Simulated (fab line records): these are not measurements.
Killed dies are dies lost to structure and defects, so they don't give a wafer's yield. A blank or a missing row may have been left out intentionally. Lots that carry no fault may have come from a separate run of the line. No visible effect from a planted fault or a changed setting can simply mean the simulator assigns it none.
fab line records	flow n5Finfet
record: lots: 7	wafers: 21	lastDay: 17
route steps=1938 shown SDB@375 DUMMY_REMOVAL@377 HKMG_FIN@385 BEOL_M4@1111
lots that met no fault: taken from a fault-free run of the same line
startH: hours from the record's opening day to when the first of the lot's shown wafers began	waitH: time in hours since the lot's previous step	" the same as in the row above	L1.1+2: one row covering several wafers at once	- either no value or no given start	* or withheld: withheld	< > ~ a bound
route shown NAME@n: NAME is a module with steps in the file, n the number in the route of the first one	usual: mean/standard deviation taken from wafers without a fault	same: alike in all rows	chamber/n: place in a boat	sites: readings site by site	_std_site: standard deviation of those values	_edge_site: the outer-site mean with the inner-site mean subtracted	radiusMm: for every site, how far away it sits from the centre of the wafer	mask NAME#n: copy n	behind: the tool/chamber that last shaped the wafer	hold: what put the lot on hold/how long, in hours/how the hold closed	device: which transistor (n, p or np) failed to switch	end of line: the same wafers' tests at the end of the route	a step given without rows: its recipe and nothing more	killed: the dies lost at the first sort to structure and to defects; this is not the yield of the wafer	map: shows each die of a wafer: x if killed, . if not, _ if none is there
set.NAME: the setting as run; set.NAME@STEP: as run at that earlier step	model.NAME: the simulator's own value behind a step, which no gauge read
certain route steps with their lots: each step a table, each wafer a row
services: a tool's chamber out of use, with start hour (startH, from the record's first day; less than 0 if before it), hours out, and reason
== steps ==
step: N5_SDB_THK_MEAS_31
recipe: reads: a-Si_of_DUMMY_GATE_CVD_03
usual: SDB_THK: 64.1/0.97
lot.wafer	tool	chamber	startH	waitH	SDB_THK[nm]
L965.1	filmMetro-02	-	76.43	-	65.1
L965.3	"	-	"	"	64.1
L965.4	"	-	"	"	63.6
L971.1	filmMetro-01	-	113.54	-	63.6
L971.3	"	-	"	"	63.1
L971.4	"	-	"	"	64.4
L973.2	filmMetro-02	-	133.67	-	63.4
L973.3	"	-	"	"	62.9
L973.5	"	-	"	"	62.7
L980.1	filmMetro-02	-	171.82	-	64.1
L980.2	"	-	"	"	63.9
L980.5	"	-	"	"	63.1
L981.1	filmMetro-02	-	172.94	-	64.9
L981.4	"	-	"	"	64.3
L981.6	"	-	"	"	64.6
L983.1	filmMetro-01	-	185.41	-	64.5
L983.2	"	-	"	"	63.2
L983.3	"	-	"	"	65.2
L987.2	filmMetro-02	-	208.85	-	63.9
L987.4	"	-	"	"	64.1
L987.6	"	-	"	"	62.6
step: N5_SDB_INSPECT_36
recipe: inspectInstrument: darkfield	mode: postCmp
usual: rawDefectCount: 36/19
lot.wafer	tool	chamber	startH	waitH	rawDefectCount
L965.1	defectInspect-02	-	76.45	0.0	29
L965.3	"	-	"	"	45
L965.4	"	-	"	"	12
L971.1	defectInspect-02	-	113.57	0.0	23
L971.3	"	-	"	"	22
L971.4	"	-	"	"	29
L973.2	defectInspect-01	-	133.69	0.0	27
L973.3	"	-	"	"	30
L973.5	"	-	"	"	23
L980.1	defectInspect-01	-	171.97	0.1	30
L980.2	"	-	"	"	13
L980.5	"	-	"	"	21
L981.1	defectInspect-01	-	172.97	0.0	27
L981.4	"	-	"	"	26
L981.6	"	-	"	"	33
L983.1	defectInspect-02	-	185.43	0.0	59
L983.2	"	-	"	"	25
L983.3	"	-	"	"	45
L987.2	defectInspect-02	-	208.88	0.0	20
L987.4	"	-	"	"	21
L987.6	"	-	"	"	25
step: N5_DUMMY_REMOVAL_HM_STRIP_01
recipe: chemistry: CH3F/O2	material: SiNx	targetDepthA: 40	stopOn: poly-Si	timeS: 6.8	overEtchFrac: 0.3	ionEnergyEv: 60	powerW: 410	biasW: 29	Ar_flow_sccm: 150	CH3F_flow_sccm: 30	O2_flow_sccm: 20
usual: O2_flow_sccm: 20.00/0.06	drypumpMotorCurrentA: 5.9/0.39	oesProductAu: 0.60/0.04	rfVppV: 127.2/0.9	showerheadPlenumPTorr: 1.96/0.068	throttleValvePct: 16.45/0.22
lot.wafer	tool	chamber	startH	waitH	O2_flow_sccm	drypumpMotorCurrentA	oesProductAu	rfHoursCounterH	rfVppV	showerheadPlenumPTorr	throttleValvePct
L965.1	rieDiel-05	0	76.49	0.0	20.02	6.4	0.58	215	125.9	1.89	16.82
L965.3	"	1	"	"	20.07	6.0	0.62	144	127.1	2.00	16.15
L965.4	"	3	"	"	19.99	6.2	0.59	178	128.2	2.08	16.54
L971.1	rieDiel-05	1	113.61	0.0	20.03	6.0	0.61	155	127.0	2.00	16.18
L971.3	"	3	"	"	19.89	6.2	0.57	190	128.7	2.08	16.53
L971.4	"	0	"	"	20.09	6.4	0.58	227	127.0	1.89	16.84
L973.2	rieDiel-01	1	133.73	0.0	20.01	6.1	0.59	200	127.3	1.98	16.58
L973.3	"	3	"	"	19.98	5.6	0.59	178	127.9	2.09	16.60
L973.5	"	0	"	"	20.11	6.2	0.59	-	128.0	1.91	16.45
L980.1	rieDiel-06	3	172.00	0.0	20.00	6.2	0.60	156	127.8	1.99	16.72
L980.2	"	2	"	"	20.02	5.6	0.64	138	126.5	1.84	16.46
L980.5	"	2	"	"	20.01	5.6	0.64	-	126.0	1.84	16.46
L981.1	rieDiel-05	3	173.00	0.0	19.94	6.2	0.57	208	128.7	2.07	16.57
L981.4	"	0	"	"	19.91	6.4	0.57	244	125.2	1.88	16.86
L981.6	"	3	"	"	20.08	6.2	0.57	-	126.9	2.07	16.56
L983.1	rieDiel-06	0	185.47	0.0	19.99	5.7	0.61	160	127.4	2.00	16.51
L983.2	"	1	"	"	20.14	5.2	0.59	227	129.2	1.96	16.18
L983.3	"	2	"	"	20.00	5.7	0.64	143	127.7	1.84	16.45
L987.2	rieDiel-01	0	209.04	0.2	20.09	6.2	0.58	219	126.7	1.90	16.47
L987.4	"	1	"	"	20.12	6.1	0.58	222	127.5	1.97	16.61
L987.6	"	2	"	"	20.07	5.2	0.72	-	128.8	1.96	16.13
step: N5_DUMMY_REMOVAL_STRIP_10
recipe: chemistry: N2/H2	timeS: 40	powerW: 100	tempC: 40	pressureMtorr: 100	rfFrequencyHz: 6e+07	biasPowerW: 3	n2FlowSccm: 300	h2FlowSccm: 300
usual: drypumpMotorCurrentA: 5.9/0.39	oesProductAu: 0.74/0.05	rfVppV: 45.0/0.84	showerheadPlenumPTorr: 3.31/0.11	throttleValvePct: 12.36/0.22
lot.wafer	tool	chamber	startH	waitH	drypumpMotorCurrentA	oesProductAu	rfHoursCounterH	rfVppV	showerheadPlenumPTorr	throttleValvePct
L965.1	rieDiel-05	0	76.52	0.0	6.5	0.72	215	44.3	3.22	12.73
L965.3	"	1	"	"	6.0	0.76	144	45.2	3.37	12.02
L965.4	"	3	"	"	6.2	0.72	178	45.4	3.51	12.42
L971.1	rieDiel-05	1	113.64	0.0	6.1	0.75	155	45.7	3.37	12.04
L971.3	"	3	"	"	6.1	0.70	190	45.3	3.51	12.44
L971.4	"	0	"	"	6.4	0.71	227	44.9	3.22	12.76
L973.2	rieDiel-01	1	133.76	0.0	6.1	0.73	200	46.0	3.33	12.43
L973.3	"	3	"	"	5.6	0.73	178	43.4	3.49	12.40
L973.5	"	0	"	"	6.2	0.73	-	44.2	3.21	12.43
L980.1	rieDiel-06	3	172.03	0.0	6.2	0.75	156	46.1	3.37	12.57
L980.2	"	2	"	"	5.7	0.79	138	44.9	3.13	12.32
L980.5	"	2	"	"	5.7	0.79	-	44.4	3.13	12.32
L981.1	rieDiel-05	3	173.04	0.0	6.1	0.69	208	45.5	3.50	12.49
L981.4	"	0	"	"	6.5	0.69	244	45.9	3.21	12.81
L981.6	"	3	"	"	6.2	0.68	-	46.8	3.50	12.50
L983.1	rieDiel-06	0	185.50	0.0	5.7	0.74	160	44.3	3.39	12.51
L983.2	"	1	"	"	5.2	0.71	227	45.3	3.33	12.18
L983.3	"	2	"	"	5.6	0.78	143	44.6	3.13	12.34
L987.2	rieDiel-01	0	209.07	0.0	6.2	0.71	219	44.3	3.20	12.47
L987.4	"	1	"	"	6.1	0.71	222	44.3	3.32	12.51
L987.6	"	2	"	"	5.2	0.88	-	44.6	3.30	11.96
step: N5_DUMMY_REMOVAL_PRECLEAN_07
recipe: chemistry: dHF	timeS: 30	tempC: 25	dilution: withheld
step: N5_DUMMY_REMOVAL_DUMMY_REMOVE_02
recipe: chemistry: TMAH	tempC: 70	target: poly-Si	stopOn: SiO2	targetDepthNm: 142	concWtPct: 5	timeS: 57	dry: ipaMarangoni	rinseTimeS: 30	rinseTempC: 23
step: N5_DUMMY_REMOVAL_INSPECT_06
recipe: inspectInstrument: brightfield	mode: aei
usual: rawDefectCount: 13/6.1
lot.wafer	tool	chamber	startH	waitH	rawDefectCount
L965.1	defectInspect-02	-	76.68	0.0	3
L965.3	"	-	"	"	16
L965.4	"	-	"	"	9
L971.1	defectInspect-01	-	113.80	0.0	11
L971.3	"	-	"	"	5
L971.4	"	-	"	"	13
L973.2	defectInspect-02	-	133.92	0.0	9
L973.3	"	-	"	"	8
L973.5	"	-	"	"	11
L980.1	defectInspect-01	-	172.20	0.0	25
L980.2	"	-	"	"	20
L980.5	"	-	"	"	17
L981.1	defectInspect-01	-	173.20	0.0	18
L981.4	"	-	"	"	16
L981.6	"	-	"	"	12
L983.1	defectInspect-02	-	185.66	0.0	6
L983.2	"	-	"	"	7
L983.3	"	-	"	"	15
L987.2	defectInspect-01	-	209.23	0.0	5
L987.4	"	-	"	"	15
L987.6	"	-	"	"	4
step: N5_DUMMY_REMOVAL_PRECLEAN_08
recipe: chemistry: NF3:NH3	afsCycles: 2	tempC: 30	timeS: 20	sublimationTempC: 180	sublimationTimeS: 60	pressureTorr: 3	rfPowerW: 30
step: N5_DUMMY_REMOVAL_PRECLEAN_04
recipe: chemistry: DHF	timeS: 37	tempC: 25	dilution: 500:1
step: N5_DUMMY_REMOVAL_SRD_05
recipe: dry: ipaMarangoni	doPpb: 5	timeS: 30	tempC: 23	rinseLiquid: diw
step: N5_HKMG_FIN_IL_REGROW_00
recipe: material: SiO2	targetThkA: 7.5	chemistry: O3	tempC: withheld	timeS: 30
step: N5_HKMG_FIN_HK_ALD_01
recipe: material: HfO2	targetThkA: 16	tempC: withheld	aldPrecursorFamily: HfCl4	aldCoReactant: H2O	pulseTimeS: 3	purgeTimeS: 3	coReactantPurgeTimeS: 2.5	coReactantPulseTimeS: 0.3	aldCycles: 30
usual: precursorPulseHeightRel: 1.001/0.02
same: coReactantPulseTimeS: 0.3
lot.wafer	tool	chamber	startH	waitH	precursorPulseHeightRel
L965.1	aldHk-03	1	77.04	0.0	1.007
L965.3	"	2	"	"	0.991
L965.4	"	0	"	"	0.993
L971.1	aldHk-01	2	114.16	0.0	1.012
L971.3	"	0	"	"	1.021
L971.4	"	3	"	"	0.999
L973.2	aldHk-01	1	134.28	0.0	0.998
L973.3	"	0	"	"	1.011
L973.5	"	0	"	"	0.964
L980.1	aldHk-01	1	172.73	0.0	1.029
L980.2	"	0	"	"	0.992
L980.5	"	3	"	"	0.977
L981.1	aldHk-02	3	173.55	0.0	1.019
L981.4	"	0	"	"	1.013
L981.6	"	1	"	"	1.013
L983.1	aldHk-02	1	186.03	0.0	0.993
L983.2	"	0	"	"	1.015
L983.3	"	2	"	"	0.991
L987.2	aldHk-03	0	209.59	0.0	0.995
L987.4	"	1	"	"	0.981
L987.6	"	3	"	"	0.970
step: N5_HKMG_FIN_HK_ANNEAL_02
recipe: tempC: 700	timeS: 30	ambient: N2	idleTempC: 600	rampUpCPerS: 150	rampDownCPerS: 60	coolToC: 600
usual: lampPowerPct: 8.80/0.054	lamp_zone_1_pct: 8.797/0.011	lamp_zone_2_pct: 8.798/0.01	lamp_zone_3_pct: 8.800/0.012	lamp_zone_4_pct: 8.795/0.012	lamp_zone_5_pct: 8.799/0.01	lamp_zone_6_pct: 8.726/0.011	lamp_zone_7_pct: 9.193/0.012	wafer_temp_C_max: 702.8/0.67
lot.wafer	tool	chamber	startH	waitH	lampPowerPct	lamp_zone_1_pct	lamp_zone_2_pct	lamp_zone_3_pct	lamp_zone_4_pct	lamp_zone_5_pct	lamp_zone_6_pct	lamp_zone_7_pct	wafer_temp_C_max
L965.1	rtpAnneal-02	0	77.24	0.1	8.84	8.813	8.797	8.796	8.793	8.807	8.739	9.159	703.0
L965.3	"	0	"	"	8.73	8.801	8.779	8.820	8.787	8.783	8.711	9.189	702.5
L965.4	"	0	"	"	8.81	8.802	8.808	8.809	8.792	8.813	8.730	9.182	704.0
L971.1	rtpAnneal-02	0	114.35	0.1	8.85	8.788	8.803	8.799	8.784	8.802	8.714	9.215	703.8
L971.3	"	0	"	"	8.79	8.800	8.816	8.807	8.796	8.807	8.720	9.199	703.6
L971.4	"	0	"	"	8.79	8.796	8.795	8.796	8.775	8.794	8.734	9.188	703.1
L973.2	rtpAnneal-01	0	134.50	0.1	8.76	8.786	8.771	8.781	8.797	8.818	8.726	9.198	702.3
L973.3	"	0	"	"	8.79	8.798	8.794	8.813	8.825	8.795	8.722	9.195	702.5
L973.5	"	0	"	"	8.77	8.810	8.796	8.797	8.778	8.799	8.726	9.190	702.5
L980.1	rtpAnneal-01	0	173.07	0.3	8.08	8.155	8.140	8.152	8.151	8.152	8.088	8.504	703.1
L980.2	"	0	"	"	8.16	8.137	8.142	8.149	8.129	8.132	8.086	8.509	701.9
L980.5	"	0	"	"	8.23	8.138	8.143	8.156	8.146	8.160	8.079	8.503	702.8
L981.1	rtpAnneal-01	0	173.78	0.2	8.05	8.156	8.140	8.154	8.156	8.158	8.078	8.516	702.5
L981.4	"	0	"	"	8.16	8.133	8.137	8.151	8.139	8.144	8.079	8.515	702.2
L981.6	"	0	"	"	8.11	8.152	8.144	8.155	8.149	8.155	8.052	8.521	703.0
L983.1	rtpAnneal-01	0	186.22	0.1	8.14	8.151	8.161	8.171	8.138	8.143	8.085	8.524	703.0
L983.2	"	0	"	"	8.15	8.140	8.162	8.145	8.122	8.156	8.071	8.534	702.7
L983.3	"	0	"	"	8.18	8.141	8.163	8.168	8.122	8.149	8.093	8.502	701.9
L987.2	rtpAnneal-02	0	209.84	0.2	8.78	8.791	8.788	8.765	8.791	8.829	8.731	9.186	704.3
L987.4	"	0	"	"	8.85	8.781	8.787	8.807	8.788	8.803	8.738	9.178	702.6
L987.6	"	0	"	"	8.79	8.777	8.787	8.799	8.803	8.786	8.718	9.199	702.3
step: N5_HKMG_FIN_ALD_74
recipe: material: La2O3	targetThkA: 5	tempC: 250	aldPrecursorFamily: La-Cp	aldCoReactant: O3	pulseTimeS: 6	coReactantPulseTimeS: 1	purgeTimeS: 3	coReactantPurgeTimeS: 3
usual: heaterPowerW: 346/33	precursorPulseHeightRel: 0.999/0.02	susceptorTempC: 249.96/0.17
same: coReactantPulseTimeS: 1
lot.wafer	tool	chamber	startH	waitH	heaterPowerW	precursorPulseHeightRel	susceptorTempC
L965.1	aldHk-02	2	77.46	0.2	375	1.020	249.55
L965.3	"	0	"	"	379	0.981	249.79
L965.4	"	3	"	"	329	1.013	249.74
L971.1	aldHk-03	1	114.58	0.2	331	0.991	250.09
L971.3	"	3	"	"	337	1.012	250.11
L971.4	"	2	"	"	309	0.989	250.01
L973.2	aldHk-02	0	134.68	0.2	382	1.032	250.26
L973.3	"	2	"	"	375	1.010	249.96
L973.5	"	1	"	"	337	1.013	249.82
L980.1	aldHk-03	1	173.29	0.2	329	1.021	250.07
L980.2	"	3	"	"	334	1.002	249.92
L980.5	"	2	"	"	303	0.976	249.78
L981.1	aldHk-01	0	174.01	0.2	420	1.028	250.04
L981.4	"	3	"	"	370	0.983	250.06
L981.6	"	0	"	"	404	0.996	249.85
L983.1	aldHk-01	0	186.44	0.2	420	1.008	250.05
L983.2	"	1	"	"	404	0.999	249.67
L983.3	"	3	"	"	374	1.011	249.89
L987.2	aldHk-02	3	210.18	0.3	333	1.013	249.98
L987.4	"	1	"	"	345	1.004	249.70
L987.6	"	2	"	"	377	1.003	249.99
step: N5_BEOL_M4_RC_MEAS_101
usual: DIBL_N: 36.0/1.7	DIBL_P: 35.8/2	IOFF_N: 0.15/0.03	IOFF_P: 0.20/0.037	ION_N: 670/12	ION_P: 460/7.2	SS_N: 71.5/0.68	SS_P: 73.2/0.65	VT_N: 250/3.1	VT_P: -251/3.4
lot.wafer	tool	chamber	startH	waitH	DIBL_N[mV/V]	DIBL_P[mV/V]	IOFF_N[nA/um]	IOFF_P[nA/um]	ION_N[uA/um]	ION_P[uA/um]	SS_N[mV/dec]	SS_P[mV/dec]	VT_N[mV]	VT_P[mV]
L965.1	prober-01	0	175.47	0.0	36.5	34.6	0.14	0.19	664	451	72.2	73.3	252	-254
L965.3	"	0	"	"	33.3	31.9	0.10	0.16	652	456	70.6	72.2	256	-255
L965.4	"	0	"	"	35.3	34.9	0.14	0.20	683	471	71.2	72.7	250	-250
L971.1	prober-01	0	208.96	0.0	38.7	39.7	0.21	0.25	689	466	72.3	74.0	251	-249
L971.3	"	0	"	"	36.3	37.1	0.17	0.20	684	463	71.6	72.8	249	-251
L971.4	"	0	"	"	37.2	37.7	0.17	0.21	676	463	71.8	73.4	252	-250
L973.2	prober-02	0	231.30	0.2	34.7	34.6	0.16	0.22	689	475	70.4	72.6	247	-247
L973.3	"	0	"	"	37.0	35.5	0.19	0.24	674	454	72.1	73.6	248	-247
L973.5	"	0	"	"	38.2	37.0	0.23	0.26	679	461	72.8	74.0	246	-245
L980.1	prober-01	0	265.91	0.0	35.4	34.9	0.14	0.18	663	455	71.6	72.6	254	-254
L980.2	"	0	"	"	35.6	34.7	0.15	0.17	677	454	70.8	73.6	251	-255
L980.5	"	0	"	"	34.2	33.2	0.12	0.15	659	452	70.6	72.3	254	-256
L981.1	prober-02	0	281.94	0.0	32.8	31.5	0.11	0.16	661	463	70.7	72.0	253	-252
L981.4	"	0	"	"	33.9	32.0	0.11	0.16	659	451	70.9	72.3	257	-252
L981.6	"	0	"	"	34.2	32.8	0.12	0.18	661	462	71.3	72.1	254	-251
L983.1	prober-01	0	289.71	0.0	37.2	37.3	0.17	0.23	674	458	72.0	74.2	250	-250
L983.2	"	0	"	"	36.1	36.0	0.15	0.20	668	459	71.3	73.2	250	-251
L983.3	"	0	"	"	37.4	38.7	0.20	0.26	684	467	71.2	75.1	245	-249
L987.2	prober-02	0	317.27	0.2	36.1	36.7	0.16	0.20	684	453	71.5	73.2	248	-252
L987.4	"	0	"	"	36.6	37.8	0.17	0.21	673	458	72.2	73.5	249	-253
L987.6	"	0	"	"	36.3	37.6	0.16	0.21	674	459	70.7	73.5	248	-250
== services ==
tool	chamber	startH	hours	kind
aldHk-01	-	53.70	1.3	repair
rtpAnneal-01	-	55.40	5.4	pm
rieDiel-01	2	59.15	2.7	repair
rieDiel-06	-	75.90	0.5	repair
aldHk-03	-	77.19	4.3	pm
rieDiel-01	3	83.26	8.8	repair
rieDiel-06	0	101.16	4.5	repair
rieDiel-01	2	121.22	-	clean
rieDiel-01	2	121.22	-	consumableReplace:focusRing
rieDiel-01	2	121.22	12.1	scheduledDown
rieDiel-01	3	123.80	3.1	repair
aldHk-03	-	147.64	2.4	repair
aldHk-02	-	163.34	2.8	pm
rieDiel-06	0	190.33	6.5	repair
rieDiel-05	0	192.88	-	clean
rieDiel-05	0	192.88	-	consumableReplace:focusRing
rieDiel-05	0	192.88	-	consumableReplace:showerhead
rieDiel-05	0	192.88	15.2	scheduledDown
rieDiel-05	0	192.88	15.2	ventCycle
rieDiel-06	2	195.78	28.7	repair
aldHk-02	-	197.39	1.9	repair
rieDiel-05	1	197.55	24.1	repair
aldHk-03	-	203.55	1.6	repair
aldHk-01	-	209.54	1.3	repair
== key ==
firstSign: step: N5_HKMG_FIN_HK_ANNEAL_02	reading: lamp_zone_2_pct	direction: down	sigmas: 64	usual: *	struck: *
effect: step: N5_HKMG_FIN_HK_ANNEAL_02	reading: lamp_zone_5_pct	direction: down	sigmas: 64	usual: *	struck: *
metAt N5_HKMG_FIN_HK_ANNEAL_02
struckWafers L980.1,L980.2,L980.5,L981.1,L981.4,L981.6,L983.1,L983.2,L983.3
onsetBetween 134.50 173.07
fault: kind: processParameterDrift	tool: rtpAnneal-01	chamber: -	onsetH: 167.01	steps: N5_HKMG_FIN_HK_ANNEAL_02	channel: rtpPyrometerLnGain	offset: 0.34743	shape: step	endH: 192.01
